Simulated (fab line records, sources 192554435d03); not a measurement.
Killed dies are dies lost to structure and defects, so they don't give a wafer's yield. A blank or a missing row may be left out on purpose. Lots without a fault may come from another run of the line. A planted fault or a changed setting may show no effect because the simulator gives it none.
fab line records | flow n5_finfet
record lots=9 wafers=27 last_day=20
route steps=1938 shown BEOL_M12@1636 PASSIVATION@1936
lots that met no fault: from a run of the same line without faults
start_h: hours from the record's first day to the start of the lot's first wafer shown | wait_h: hours since the lot's step before | " the same as in the row above | L1.1+2: a row that stands for several wafers | - no value, or no start given | * or withheld: withheld | < > ~ a bound
route shown NAME@n: a module of which the file shows steps, and the number in the route of the first | usual: mean/standard deviation of fault-free wafers | same: alike in all rows | chamber/n: place in a boat | sites: the reading at each site | _std_site: their standard deviation | _edge_site: outer sites' mean less inner sites' | radius_mm: how far each site lies from the wafer's centre | mask NAME#n: copy n | behind: the tool/chamber that last shaped the wafer | hold: why the lot was held/for how many hours/how that ended | device: the transistor (n, p or np) that didn't switch | end of line: the same wafers' tests at the end of the route | a step without rows: its recipe alone | killed: dies lost to structure and defects at the first sort, not the wafer's yield | map: a wafer's dies, x killed, . not, _ none there
set.NAME: the setting as run; set.NAME@STEP: as run at that earlier step | model.NAME: the simulator's own value behind a step, which no gauge read
steps of the route over a sample of lots; a table a step, a row a wafer
services: from which hour (start_h, from the record's first day; less than 0 if before it) a tool's chamber was out of use, for how many hours, and why
## steps
# step N5_BEOL_M12_ETCH_67
# recipe chemistry=CF4 target=SiARC target_depth_a=1430 time_s=238.3 ion_energy_ev=80 pressure_mtorr=40 source_w=545 bias_w=36 Ar_flow_sccm=100 cf4_flow_sccm=100 ends=cleared
# usual drypump_motor_current_A=5.6/0.35 etch_rf_on_time_s=238/4.7 oes_product_au=0.71/0.063 rf_vpp_V=184.4/0.97 showerhead_plenum_p_Torr=2.18/0.048 throttle_valve_pct=15.36/0.23
# columns lot.wafer tool chamber start_h wait_h drypump_motor_current_A etch_rf_on_time_s oes_product_au rf_hours_counter_h rf_vpp_V showerhead_plenum_p_Torr throttle_valve_pct
L429.1 rie_diel-01 0 286.20 0.0 5.9 246 0.70 58 185.2 2.26 15.16
L429.5 " 3 " " 5.2 232 0.72 - 184.8 2.18 15.39
L429.6 " 2 " " 5.9 248 0.65 - 186.1 2.22 15.30
L433.2 rie_diel-06 0 310.16 0.0 5.2 240 0.74 50 183.7 2.17 15.08
L433.3 " 2 " " 5.7 234 0.76 36 185.2 2.17 15.12
L433.4 " 2 " " 5.6 233 0.76 - 184.4 2.17 15.11
L440.1 rie_diel-06 2 363.14 0.0 5.6 233 0.73 55 184.2 2.17 15.15
L440.3 " 3 " " 4.9 236 0.77 15 185.5 2.28 15.34
L440.6 " 2 " " 5.6 234 0.72 - 183.8 2.17 15.15
L444.3 rie_diel-01 1 377.95 0.0 5.3 235 0.81 13 183.9 2.20 15.45
L444.4 " 0 " " 5.9 243 0.67 88 184.8 2.25 15.22
L444.5 " 1 " " 5.3 237 0.80 - 184.2 2.20 15.44
L443.2 rie_diel-06 0 386.23 0.0 5.2 240 0.70 76 184.8 2.17 15.10
L443.4 " 3 " " 4.9 235 0.76 24 185.9 2.28 15.32
L443.6 " 3 " " 5.0 234 0.76 - 184.9 2.28 15.35
L446.1 rie_diel-01 2 392.48 0.0 5.9 245 0.63 141 183.9 2.21 15.40
L446.2 " 1 " " 5.3 236 0.79 19 184.7 2.20 15.45
L446.6 " 2 " " 6.0 243 0.63 - 184.6 2.21 15.39
L445.1 rie_diel-04 0 393.80 0.0 6.0 237 0.70 99 183.7 2.16 15.21
L445.2 " 2 " " 5.9 238 0.77 14 184.4 2.10 15.31
L445.6 " 2 " " 5.9 236 0.78 - 182.6 2.10 15.32
L448.1 rie_diel-04 2 400.42 0.0 6.0 237 0.77 16 183.3 2.10 15.32
L448.2 " 1 " " 6.2 230 0.82 7 183.9 2.19 15.64
L448.4 " 0 " " 6.1 236 0.71 101 185.0 2.16 15.23
L449.1 rie_diel-04 3 432.09 0.0 5.5 239 0.67 96 183.7 2.16 15.33
L449.2 " 0 " " 6.0 235 0.70 111 185.8 2.16 15.26
L449.4 " 1 " " 6.2 235 0.79 19 183.5 2.19 15.68
# step N5_BEOL_M12_ETCH_68
# recipe chemistry=N2/H2 target=SOC mask_material=SiARC source_w=3000 bias_w=350 temp_c=40 time_s=285 ion_energy_ev=200 pressure_mtorr=30 n2_flow_sccm=200 h2_flow_sccm=200
# usual drypump_motor_current_A=5.6/0.35 oes_product_au=0.83/0.074 rf_vpp_V=525.2/1.9 showerhead_plenum_p_Torr=2.58/0.064 throttle_valve_pct=17.46/0.25
# columns lot.wafer tool chamber start_h wait_h drypump_motor_current_A oes_product_au rf_hours_counter_h rf_vpp_V showerhead_plenum_p_Torr throttle_valve_pct
L429.1 rie_diel-01 0 286.35 0.1 5.9 0.85 58 528.7 2.68 17.28
L429.5 " 3 " " 5.3 0.84 - 525.2 2.57 17.46
L429.6 " 2 " " 5.9 0.78 - 527.1 2.68 17.53
L433.2 rie_diel-06 0 310.30 0.1 5.2 0.87 50 526.3 2.56 16.99
L433.3 " 2 " " 5.6 0.88 36 526.0 2.60 17.41
L433.4 " 2 " " 5.6 0.88 - 525.3 2.60 17.42
L440.1 rie_diel-06 2 363.28 0.1 5.6 0.84 56 524.8 2.59 17.46
L440.3 " 3 " " 5.0 0.90 15 527.8 2.70 17.33
L440.6 " 2 " " 5.7 0.83 - 525.1 2.59 17.45
L444.3 rie_diel-01 1 378.09 0.1 5.3 0.95 13 525.9 2.59 17.50
L444.4 " 0 " " 5.9 0.81 88 528.5 2.67 17.34
L444.5 " 1 " " 5.3 0.96 - 526.4 2.59 17.51
L443.2 rie_diel-06 0 386.38 0.1 5.2 0.84 76 522.7 2.55 17.05
L443.4 " 3 " " 4.9 0.90 24 527.5 2.70 17.34
L443.6 " 3 " " 4.9 0.88 - 528.8 2.70 17.35
L446.1 rie_diel-01 2 392.62 0.1 5.9 0.74 141 526.2 2.66 17.62
L446.2 " 1 " " 5.3 0.95 19 524.4 2.59 17.53
L446.6 " 2 " " 5.9 0.73 - 527.1 2.66 17.61
L445.1 rie_diel-04 0 393.94 0.1 6.1 0.83 99 525.7 2.56 17.42
L445.2 " 2 " " 5.9 0.92 15 522.3 2.48 17.51
L445.6 " 2 " " 6.0 0.93 - 523.9 2.48 17.53
L448.1 rie_diel-04 2 400.56 0.1 6.0 0.91 17 522.7 2.48 17.53
L448.2 " 1 " " 6.2 0.95 8 524.6 2.60 17.78
L448.4 " 0 " " 6.1 0.81 101 524.7 2.56 17.42
L449.1 rie_diel-04 3 432.24 0.1 5.5 0.78 96 525.5 2.55 17.32
L449.2 " 0 " " 6.1 0.83 111 524.9 2.56 17.44
L449.4 " 1 " " 6.2 0.92 19 525.2 2.60 17.79
# step N5_BEOL_M12_ETCH_38
# recipe chemistry=CF4/N2 target=SiCN target_depth_a=687 taper_deg=2 time_s=73.4 ion_energy_ev=150 mask_material=SiO2 pressure_mtorr=40 source_w=430 bias_w=70 Ar_flow_sccm=100 cf4_flow_sccm=60 n2_flow_sccm=60
# usual drypump_motor_current_A=5.6/0.36 oes_product_au=0.82/0.071 rf_vpp_V=383.6/1.4 showerhead_plenum_p_Torr=2.25/0.053 throttle_valve_pct=15.20/0.25
# columns lot.wafer tool chamber start_h wait_h drypump_motor_current_A oes_product_au rf_hours_counter_h rf_vpp_V showerhead_plenum_p_Torr throttle_valve_pct
L429.1 rie_diel-01 0 288.17 - 5.9 0.83 58 384.9 2.33 15.00
L429.5 " 1 " " 5.3 0.70 - 385.0 2.27 15.69
L429.6 " 0 " " 5.9 0.84 - 384.5 2.33 15.00
L433.2 rie_diel-01 2 312.54 - 5.9 0.75 109 384.8 2.30 15.19
L433.3 " 0 " " 5.9 0.82 66 385.3 2.33 15.01
L433.4 " 0 " " 5.9 0.81 - 385.8 2.33 15.02
L440.1 rie_diel-01 2 363.91 - 5.9 0.73 129 386.0 2.29 15.23
L440.3 " 0 " " 5.9 0.80 83 386.3 2.32 15.06
L440.6 " 1 " " 5.3 0.97 - 383.3 2.26 15.23
L444.3 rie_diel-06 1 381.92 - 5.5 0.75 147 382.5 2.20 15.60
L444.4 " 3 " " 4.9 0.90 22 385.8 2.35 15.14
L444.5 " 0 " " 5.2 0.82 - 384.0 2.22 14.90
L443.2 rie_diel-06 3 388.62 - 4.9 0.89 25 386.5 2.35 15.15
L443.4 " 0 " " 5.2 0.82 77 383.4 2.22 14.92
L443.6 " 0 " " 5.2 0.82 - 383.8 2.22 14.91
L446.1 rie_diel-01 2 394.25 - 5.9 0.73 142 385.3 2.28 15.26
L446.2 " 1 " " 5.3 0.93 20 383.0 2.26 15.25
L446.6 " 2 " " 5.9 0.73 - 383.8 2.28 15.28
L445.1 rie_diel-01 2 394.46 - 6.0 0.73 142 383.9 2.28 15.25
L445.2 " 0 " " 5.9 0.78 93 386.3 2.32 15.07
L445.6 " 3 " " 5.2 0.80 - 380.3 2.23 15.27
L448.1 rie_diel-06 1 410.49 - 5.5 0.75 157 384.0 2.19 15.61
L448.2 " 2 " " 5.7 0.83 73 383.7 2.23 15.05
L448.4 " 3 " " 4.9 0.87 34 385.0 2.35 15.17
L449.1 rie_diel-04 3 432.99 - 5.5 0.78 97 383.2 2.22 15.13
L449.2 " 2 " " 5.9 0.88 28 380.7 2.16 15.14
L449.4 " 1 " " 6.2 0.92 19 383.2 2.26 15.49
# step N5_BEOL_M12_SPUTTER_43
# recipe material=TaN target_thk_a=150 temp_c=50 bias_v=168.6 power_w=15000 chamber_pressure_pa=0.12 time_s=24.19
# usual cathode_dc_power_W=15000/2.9 chamber_pressure_pa=0.11997/0.00025 throttle_valve_pct=29.8/0.75
# columns lot.wafer tool chamber start_h wait_h cathode_dc_power_W chamber_pressure_pa throttle_valve_pct
L429.1 pvd_sputter-03 - 288.76 0.0 17930 0.11981 31.0
L429.5 " - " " 17931 0.11944 29.3
L429.6 " - " " 17929 0.11978 29.4
L433.2 pvd_sputter-03 - 313.08 0.0 17929 0.12003 29.4
L433.3 " - " " 17934 0.1197 29.4
L433.4 " - " " 17928 0.1201 30.7
L440.1 pvd_sputter-01 - 364.51 0.0 14996 0.11958 29.9
L440.3 " - " " 15001 0.11984 31.5
L440.6 " - " " 15006 0.11986 28.2
L444.3 pvd_sputter-03 - 382.28 0.0 15002 0.12017 29.3
L444.4 " - " " 15002 0.11973 29.8
L444.5 " - " " 15006 0.12019 29.3
L443.2 pvd_sputter-03 - 389.32 0.0 14998 0.12 30.6
L443.4 " - " " 14998 0.11998 29.4
L443.6 " - " " 14999 0.12001 29.7
L446.1 pvd_sputter-01 - 394.73 0.0 15000 0.11987 31.0
L446.2 " - " " 15000 0.12044 30.3
L446.6 " - " " 14998 0.12036 29.8
L445.1 pvd_sputter-03 - 395.06 0.0 15001 0.11943 30.5
L445.2 " - " " 15002 0.12038 29.0
L445.6 " - " " 15006 0.11975 29.8
L448.1 pvd_sputter-03 - 411.00 0.0 15001 0.11987 29.3
L448.2 " - " " 15002 0.12009 30.0
L448.4 " - " " 14999 0.12011 29.2
L449.1 pvd_sputter-01 - 435.08 0.0 15001 0.11993 31.1
L449.2 " - " " 14998 0.1196 30.2
L449.4 " - " " 14995 0.12006 30.1
# step N5_BEOL_M12_CMP_49
# recipe stop_on=SiOC t_overpolish_s=20.6 down_force_psi=1 platen_rpm=50 clearing_platen_down_force_psi=1.5 clearing_platen_rpm=50 post_cmp_clean=cu_alkaline target_thk_nm=320 clearing_platen_pad_velocity_m_s=0.99484 pad_velocity_m_s=0.99484
# usual barrier_field_endpoint_s=30.2/0.74 clearing_platen_down_force_psi=1.4997/0.003 edge_zone_pressure_frac=1.000/0.005 motor_current_A=6.0/0.39
# columns lot.wafer tool chamber start_h wait_h barrier_field_endpoint_s clearing_platen_down_force_psi edge_zone_pressure_frac motor_current_A
L429.1 cmp-01 3 289.52 0.3 32.6 1.5055 1.014 6.3
L429.5 " 2 " " 33.0 1.4979 1.003 5.5
L429.6 " 3 " " 33.7 1.5040 1.007 6.5
L433.2 cmp-04 3 313.81 0.2 34.1 1.5011 1.004 5.9
L433.3 " 1 " " 35.2 1.4979 0.996 5.5
L433.4 " 2 " " 33.6 1.5026 1.000 6.1
L440.3 cmp-01 3 365.23 0.2 29.1 1.5004 0.998 6.2
L440.1 " 2 " " 28.7 1.4919 1.001 5.7
L440.6 " 3 " " 29.1 1.4966 1.001 6.2
L444.3 cmp-04 2 383.03 0.2 30.6 1.4939 0.996 5.9
L444.4 " 3 " " 30.3 1.5016 0.997 6.4
L444.5 " 1 " " 30.8 1.4990 0.992 5.3
L443.4 cmp-01 3 390.04 0.1 29.3 1.5027 1.002 6.9
L443.2 " 1 " " 28.6 1.4970 0.988 5.7
L443.6 " 0 " " 30.0 1.4992 0.998 6.1
L446.2 cmp-03 0 395.52 0.3 30.3 1.5031 1.003 6.7
L446.1 " 1 " " 29.8 1.4982 0.999 5.3
L446.6 " 3 " " 29.3 1.5000 1.011 6.3
L445.1 cmp-03 3 395.81 0.3 30.0 1.5022 0.995 6.3
L445.2 " 2 " " 29.4 1.4985 0.999 6.1
L445.6 " 3 " " 29.8 1.5019 0.994 6.2
L448.4 cmp-04 2 411.81 0.1 29.9 1.4962 0.998 6.1
L448.1 " 0 " " 30.4 1.5016 1.001 5.4
L448.2 " 1 " " 30.8 1.4930 1.003 5.3
L449.2 cmp-01 2 435.80 0.2 28.4 1.5012 1.000 5.5
L449.4 " 3 " " 29.8 1.5003 1.003 6.6
L449.1 " 1 " " 29.3 1.5000 1.005 6.0
# step N5_PASSIVATION_PROBE_49
# usual defect_limited_yield=91.3/1.4 killed_at_M0_to_M3=34/10 killed_at_M4_up=14/5.5 killed_at_contacts=12/6 killed_at_front_end=40/10 killed_at_other=3.0/2.4 killed_dies=103/17 killed_open=68/13 killed_short=34/7.8 sort_bin_5_function=5.1/0.97 sort_bin_6_memory=3.3/0.66 sort_bin_8_speed=0.02/0.12 sort_n_pass=1077/17 sort_yield_pct=91.2/1.4
# same gross_dies=1180 killed_at_back_side=0 sort_bin_4_leakage[%]=0
# columns lot.wafer tool chamber start_h wait_h defect_limited_yield[%] killed_at_M0_to_M3 killed_at_M4_up killed_at_contacts killed_at_front_end killed_at_other killed_dies killed_open killed_short sort_bin_5_function[%] sort_bin_6_memory[%] sort_bin_8_speed[%] sort_n_pass sort_yield_pct[%]
L429.1 prober-02 - 323.36 0.4 92.3 26 31 9 25 0 91 57 32 3.6 3.6 0 1089 92.3
L429.5 prober-02 - 323.56 0.6 89.7 45 9 12 50 6 122 85 37 5.9 4.3 0 1058 89.7
L429.6 prober-02 - 323.61 0.7 88.7 39 20 6 65 3 133 86 45 6.3 4.4 0 1047 88.7
L433.2 prober-01 - 346.34 0.1 91.6 30 13 26 29 1 99 78 21 4.8 3.6 0 1081 91.6
L433.3 prober-01 - 346.39 0.1 92.6 34 9 21 21 2 87 63 24 3.2 4.1 0 1093 92.6
L433.4 prober-01 - 346.44 0.2 91.9 30 18 18 27 2 95 65 28 5.2 2.8 0 1085 91.9
L440.1 prober-01 - 401.46 0.0 90.9 30 7 18 52 0 107 76 29 5.4 3.4 0 1073 90.9
L440.3 prober-01 - 401.56 0.1 93.9 25 4 7 33 3 72 42 26 3.2 2.3 0 1108 93.9
L440.6 prober-01 - 401.71 0.3 90.7 28 19 17 45 1 110 73 37 4.7 4.1 0 1070 90.7
L444.3 prober-01 - 422.17 0.1 92.0 29 6 22 33 4 94 61 29 5.2 2.6 0 1086 92.0
L444.4 prober-01 - 422.22 0.2 90.1 33 12 22 49 1 117 83 32 5.8 3.8 0 1063 90.1
L444.5 prober-01 - 422.27 0.2 91.8 33 10 11 30 13 97 68 29 5.0 3.1 0 1083 91.8
L446.1 prober-02 - 424.43 0.0 87.5 49 23 10 63 2 147 105 39 7.8 4.6 0 1033 87.5
L446.2 prober-02 - 424.48 0.1 90.3 39 16 12 46 1 114 79 35 5.3 3.8 0 1066 90.3
L446.6 prober-02 - 424.68 0.3 90.5 39 23 9 39 2 112 86 26 5.3 4.0 0 1068 90.5
L445.1 prober-01 - 428.06 0.0 91.8 38 18 4 35 2 97 67 26 5.0 2.9 0 1083 91.8
L445.2 prober-01 - 428.11 0.1 89.2 41 19 12 55 0 127 95 32 6.7 3.8 0 1053 89.2
L445.6 prober-01 - 428.31 0.3 88.7 49 14 14 53 3 133 103 28 6.7 4.2 0 1047 88.7
L443.2 prober-02 - 434.72 0.1 91.9 31 16 12 31 5 95 59 33 4.2 3.5 0 1085 91.9
L443.4 prober-02 - 434.82 0.2 93.5 18 7 23 26 3 77 47 27 3.6 2.3 0 1103 93.5
L443.6 prober-02 - 434.92 0.3 92.9 36 10 10 26 2 84 54 27 4.8 2.1 0 1096 92.9
L448.1 prober-01 - 454.29 0.0 90.2 44 22 3 45 2 116 70 46 6.3 3.1 0 1064 90.2
L448.2 prober-01 - 454.34 0.1 92.5 25 22 2 35 5 89 60 28 4.4 3.1 0.08 1090 92.4
L448.4 prober-01 - 454.44 0.2 90.3 29 28 1 51 5 114 65 47 5.4 3.8 0 1066 90.3
L449.1 prober-02 - 475.30 0.0 90.0 34 13 10 54 7 118 75 41 6.1 3.6 0 1062 90.0
L449.2 prober-02 - 475.35 0.1 86.9 58 20 13 59 4 154 97 57 7.7 4.6 0 1026 86.9
L449.4 prober-02 - 475.45 0.2 90.6 38 10 15 42 6 111 72 33 5.1 3.6 0 1069 90.6
# killed by level:class
L429.1 BEOL_M4:geometric_particle:open=12 BEOL_M0:geometric_particle:short=8 BEOL_M5:geometric_particle:open=8 GATE_CUT:geometric_particle:short=7 BEOL_M1:geometric_particle:open=7 MOL_CONTACT_COAG:geometric_particle:open=6 BEOL_M2:geometric_particle:open=5 FIN_SAQP:geometric_particle:short=4
L429.5 STI_FIN_REVEAL:geometric_particle:open=17 BEOL_M2:geometric_particle:open=15 MOL_CONTACT_COAG:geometric_particle:open=10 BEOL_M3:geometric_particle:open=9 FIN_SAQP:geometric_particle:open=8 BEOL_M0:geometric_particle:short=6 FIN_SAQP:geometric_particle:short=5 GATE_CUT:geometric_particle:short=5
L429.6 FIN_SAQP:geometric_particle:open=17 STI_FIN_REVEAL:geometric_particle:open=13 FIN_SAQP:geometric_particle:short=10 BEOL_M3:geometric_particle:open=10 BEOL_M0:geometric_particle:short=7 BEOL_M4:geometric_particle:open=7 GATE_CUT:geometric_particle:short=6 BEOL_M5:geometric_particle:open=6
L433.2 MOL_CONTACT_COAG:geometric_particle:open=22 FIN_SAQP:geometric_particle:open=7 BEOL_M3:geometric_particle:open=7 BEOL_M1:geometric_particle:open=6 BEOL_M4:geometric_particle:open=5 STI_FIN_REVEAL:geometric_particle:open=4 MOL_CONTACT_COAG:geometric_particle:short=4 BEOL_M0_SAQP:geometric_particle:open=4
L433.3 MOL_CONTACT_COAG:geometric_particle:open=19 BEOL_M3:geometric_particle:open=8 BEOL_M1:geometric_particle:open=7 BEOL_M0_SAQP:geometric_particle:open=5 BEOL_M0_SAQP:geometric_particle:short=5 STI_FIN_REVEAL:geometric_particle:open=4 FIN_SAQP:geometric_particle:open=3 GATE_CUT:geometric_particle:short=3
L433.4 MOL_CONTACT_COAG:geometric_particle:open=15 BEOL_M0_SAQP:geometric_particle:short=9 FIN_SAQP:geometric_particle:open=7 BEOL_M3:geometric_particle:open=7 BEOL_M4:geometric_particle:open=6 GATE_CUT:geometric_particle:short=6 STI_FIN_REVEAL:geometric_particle:open=3 MOL_CONTACT_COAG:geometric_particle:short=3
L440.1 FIN_SAQP:geometric_particle:open=19 MOL_CONTACT_COAG:geometric_particle:open=14 BEOL_M3:geometric_particle:open=10 ILD0:geometric_particle:short=6 BEOL_M0_SAQP:geometric_particle:open=6 STI_FIN_REVEAL:geometric_particle:open=5 BEOL_M1:geometric_particle:open=5 FIN_SAQP:geometric_particle:short=4
L440.3 FIN_SAQP:geometric_particle:open=7 MOL_CONTACT_COAG:geometric_particle:open=6 BEOL_M3:geometric_particle:short=6 BEOL_M2:geometric_particle:open=5 BEOL_M0_SAQP:geometric_particle:open=5 FIN_SAQP:geometric_particle:short=4 BEOL_M0_SAQP:geometric_particle:short=4 STARTING-WAFER:geometric_particle:short=4
L440.6 FIN_SAQP:geometric_particle:open=21 MOL_CONTACT_COAG:geometric_particle:open=11 BEOL_M4:geometric_particle:open=11 FIN_SAQP:geometric_particle:short=7 MOL_CONTACT_COAG:geometric_particle:short=6 BEOL_M0_SAQP:geometric_particle:short=6 BEOL_M3:geometric_particle:open=5 BEOL_M1:geometric_particle:short=4
L444.3 MOL_CONTACT_COAG:geometric_particle:open=19 FIN_SAQP:geometric_particle:short=9 BEOL_M0_SAQP:geometric_particle:short=7 BEOL_M3:geometric_particle:open=7 FIN_SAQP:geometric_particle:open=6 STI_FIN_REVEAL:geometric_particle:open=6 BEOL_M2:geometric_particle:open=6 DUMMY_GATE:geometric_particle:open=4
L444.4 BEOL_M3:geometric_particle:open=17 MOL_CONTACT_COAG:geometric_particle:open=14 DUMMY_GATE:geometric_particle:open=10 STI_FIN_REVEAL:geometric_particle:open=9 GATE_CUT:geometric_particle:short=8 BEOL_M4:geometric_particle:open=7 FIN_SAQP:geometric_particle:open=6 MOL_CONTACT_COAG:geometric_particle:short=6
L444.5 MOL_CONTACT_COAG:geometric_particle:open=10 BEOL_M3:geometric_particle:open=10 BEOL_M1:geometric_particle:open=9 BEOL_M4:geometric_particle:open=7 FIN_SAQP:geometric_particle:short=5 STI_FIN_REVEAL:geometric_particle:open=5 DUMMY_GATE:geometric_particle:open=4 ILD0:geometric_particle:open=4
L446.1 STI_FIN_REVEAL:geometric_particle:open=23 FIN_SAQP:geometric_particle:open=14 BEOL_M2:geometric_particle:open=11 BEOL_M1:geometric_particle:open=11 BEOL_M4:geometric_particle:open=10 FIN_SAQP:geometric_particle:short=9 BEOL_M0_SAQP:geometric_particle:short=8 MOL_CONTACT_COAG:geometric_particle:open=7
L446.2 BEOL_M1:geometric_particle:open=14 STI_FIN_REVEAL:geometric_particle:open=11 FIN_SAQP:geometric_particle:short=10 FIN_SAQP:geometric_particle:open=9 MOL_CONTACT_COAG:geometric_particle:open=7 BEOL_M4:geometric_particle:open=7 DUMMY_GATE:geometric_particle:open=6 MOL_CONTACT_COAG:geometric_particle:short=5
L446.6 BEOL_M2:geometric_particle:open=12 FIN_SAQP:geometric_particle:open=10 MOL_CONTACT_COAG:geometric_particle:open=8 BEOL_M1:geometric_particle:open=8 STI_FIN_REVEAL:geometric_particle:open=7 BEOL_M5:geometric_particle:open=6 BEOL_M3:geometric_particle:open=6 FIN_SAQP:geometric_particle:short=5
L445.1 BEOL_M3:geometric_particle:open=11 STI_FIN_REVEAL:geometric_particle:open=10 BEOL_M4:geometric_particle:open=7 BEOL_M0:geometric_particle:open=6 BEOL_M1:geometric_particle:open=6 FIN_SAQP:geometric_particle:open=5 BEOL_M1:geometric_particle:short=4 BEOL_M0_SAQP:geometric_particle:open=4
L445.2 STI_FIN_REVEAL:geometric_particle:open=21 MOL_CONTACT_COAG:geometric_particle:open=11 BEOL_M1:geometric_particle:open=10 BEOL_M4:geometric_particle:open=10 GATE_CUT:geometric_particle:short=8 FIN_SAQP:geometric_particle:open=7 BEOL_M0_SAQP:geometric_particle:open=7 BEOL_M3:geometric_particle:open=7
L445.6 STI_FIN_REVEAL:geometric_particle:open=21 MOL_CONTACT_COAG:geometric_particle:open=13 BEOL_M1:geometric_particle:open=11 FIN_SAQP:geometric_particle:open=9 BEOL_M3:geometric_particle:open=9 BEOL_M0_SAQP:geometric_particle:open=9 BEOL_M0_SAQP:geometric_particle:short=8 GATE_CUT:geometric_particle:open=5
L443.2 MOL_CONTACT_COAG:geometric_particle:open=11 BEOL_M0_SAQP:geometric_particle:open=7 BEOL_M3:geometric_particle:open=7 FIN_SAQP:geometric_particle:short=6 FIN_SAQP:geometric_particle:open=6 BEOL_M5:geometric_particle:open=5 BEOL_M0_SAQP:geometric_particle:short=5 GATE_CUT:geometric_particle:short=4
L443.4 MOL_CONTACT_COAG:geometric_particle:open=20 FIN_SAQP:geometric_particle:short=6 BEOL_M0_SAQP:geometric_particle:open=5 STARTING-WAFER:geometric_particle:short=5 FIN_SAQP:geometric_particle:open=4 BEOL_M0_SAQP:geometric_particle:short=4 BEOL_M3:geometric_particle:open=4 GATE_CUT:geometric_particle:open=3
L443.6 FIN_SAQP:geometric_particle:short=9 BEOL_M3:geometric_particle:open=9 MOL_CONTACT_COAG:geometric_particle:open=8 BEOL_M0_SAQP:geometric_particle:open=7 BEOL_M0:geometric_particle:open=7 BEOL_M2:geometric_particle:open=4 FIN_SAQP:geometric_particle:open=3 STI_FIN_REVEAL:geometric_particle:short=3
L448.1 BEOL_M4:geometric_particle:open=15 BEOL_M0_SAQP:geometric_particle:open=10 BEOL_M0_SAQP:geometric_particle:short=9 GATE_CUT:geometric_particle:short=8 STI_FIN_REVEAL:geometric_particle:open=7 FIN_SAQP:geometric_particle:short=6 BEOL_M1:geometric_particle:open=6 BEOL_M2:geometric_particle:open=6
L448.2 BEOL_M4:geometric_particle:open=7 STI_FIN_REVEAL:geometric_particle:open=5 DUMMY_GATE:geometric_particle:open=5 ILD0:geometric_particle:open=5 GATE_CUT:geometric_particle:open=5 BEOL_M1:geometric_particle:open=5 FIN_SAQP:geometric_particle:open=4 BEOL_M0_SAQP:geometric_particle:open=4
L448.4 STI_FIN_REVEAL:geometric_particle:open=17 BEOL_M4:geometric_particle:open=12 GATE_CUT:geometric_particle:short=7 BEOL_M2:geometric_particle:open=7 FIN_SAQP:geometric_particle:short=6 STI_FIN_REVEAL:geometric_particle:short=5 BEOL_M0_SAQP:geometric_particle:short=5 BEOL_M0:geometric_particle:short=5
L449.1 STI_FIN_REVEAL:geometric_particle:open=14 FIN_SAQP:geometric_particle:short=13 FIN_SAQP:geometric_particle:open=8 MOL_CONTACT_COAG:geometric_particle:open=8 BEOL_M2:geometric_particle:open=7 BEOL_M4:geometric_particle:open=6 BEOL_M3:geometric_particle:short=5 BEOL_M0_SAQP:geometric_particle:open=4
L449.2 BEOL_M1:geometric_particle:open=15 FIN_SAQP:geometric_particle:short=12 FIN_SAQP:geometric_particle:open=12 BEOL_M0_SAQP:geometric_particle:short=12 STI_FIN_REVEAL:geometric_particle:open=12 MOL_CONTACT_COAG:geometric_particle:open=9 BEOL_M5:geometric_particle:open=7 BEOL_M0_SAQP:geometric_particle:open=7
L449.4 MOL_CONTACT_COAG:geometric_particle:open=12 BEOL_M1:geometric_particle:open=11 STI_FIN_REVEAL:geometric_particle:open=10 FIN_SAQP:geometric_particle:open=8 BEOL_M3:geometric_particle:open=7 FIN_SAQP:geometric_particle:short=6 BEOL_M0_SAQP:geometric_particle:short=5 BEOL_M2:geometric_particle:open=5
## services
# columns tool chamber start_h hours kind
cmp-01 - 268.68 3.5 pm
rie_diel-06 3 304.55 - clean
rie_diel-06 3 304.55 - consumable_replace:focus_ring
rie_diel-06 3 304.55 - consumable_replace:showerhead
rie_diel-01 1 310.65 - clean
rie_diel-01 1 310.65 - consumable_replace:focus_ring
rie_diel-01 1 310.65 29.0 scheduled_down
rie_diel-01 1 310.65 29.0 vent_cycle
rie_diel-04 1 338.83 3.5 repair
cmp-01 - 340.27 5.2 pm
cmp-03 - 340.37 1.7 repair
pvd_sputter-01 - 344.74 1.6 repair
cmp-04 - 350.63 4.0 pm
rie_diel-06 1 354.22 10.2 repair
rie_diel-01 0 354.91 5.7 repair
cmp-01 - 358.56 0.3 repair
cmp-04 - 364.37 3.9 pm
pvd_sputter-03 - 378.22 3.7 repair
cmp-01 - 394.50 0.4 repair
pvd_sputter-03 - 421.46 2.4 repair
cmp-03 - 424.46 4.8 repair
pvd_sputter-01 - 425.15 1.2 repair
cmp-03 - 431.61 0.5 repair
cmp-04 - 433.75 4.8 repair
## key
first_sign step=N5_BEOL_M12_SPUTTER_43 reading=cathode_dc_power_W direction=up sigmas=99+ usual=* struck=*
effect step=N5_BEOL_M12_CMP_49 reading=barrier_field_endpoint_s direction=up sigmas=4.8 usual=30.2 struck=33.7
met_at N5_BEOL_M12_SPUTTER_43
struck_lots L429,L433
not_acting_at N5_BEOL_M12_ETCH_67,N5_BEOL_M12_ETCH_68,N5_BEOL_M12_ETCH_38
fault kind=process_parameter_drift tool=pvd_sputter-03 chamber=- onset_h=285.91 steps=N5_BEOL_M12_SPUTTER_43 channel=power_w offset=* shape=step end_h=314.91 acts_in=* stated=*
